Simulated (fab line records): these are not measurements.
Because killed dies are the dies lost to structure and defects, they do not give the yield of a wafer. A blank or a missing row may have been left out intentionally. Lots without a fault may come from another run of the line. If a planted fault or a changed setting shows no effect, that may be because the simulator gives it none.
Chamber matching -- flow n5_finfet -- 4 sister chambers for N5_SD_EPI_P_ETCH_16 on rie_diel-04
The step etches SiO2 in CHF3/O2, target depth 5 nm. 4 wafers are shown with their chamber, then 9 later ones without.

## WAFERS, EACH WITH ITS CHAMBER
wafer,chamber,throttle_valve_pct (%)
L089.5,1,18.96
L094.1,2,19.04
L094.5,3,19.17
L094.6,0,19.47

## WAFERS MISSING THEIR CHAMBER
wafer,throttle_valve_pct (%)
L095.2,19.04
L095.3,18.99
L095.4,19.49
L096.2,18.96
L096.4,19.18
L096.6,18.97
L097.3,19.49
L097.5,18.96
L097.6,19.05

## EACH ONE'S CHAMBER
wafer,from the rows above,in truth
L095.2,2,2
L095.3,can't be placed: 1 or 2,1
L095.4,0,0
L096.2,1,1
L096.4,3,3
L096.6,1,1
L097.3,0,0
L097.5,1,1
L097.6,2,2
Placed correctly: 8 of 9. Can't be placed from these rows: 1 (the true chamber is among the candidates in 1). Wrongly placed: 0.
How it was worked out, from the rows above alone: a wafer's distance from a chamber is the root of the sum, over the readings, of the square of ((its reading less the chamber's mean) divided by the reading's scatter). The wafer belongs to the nearest chamber; if the next one is less than 2 further off, it can't be placed. For every chamber, the mean is computed from those of its wafers that are shown. The scatter: root of mean squared gap, hidden wafer to nearest shown wafer, with one shown wafer a chamber.
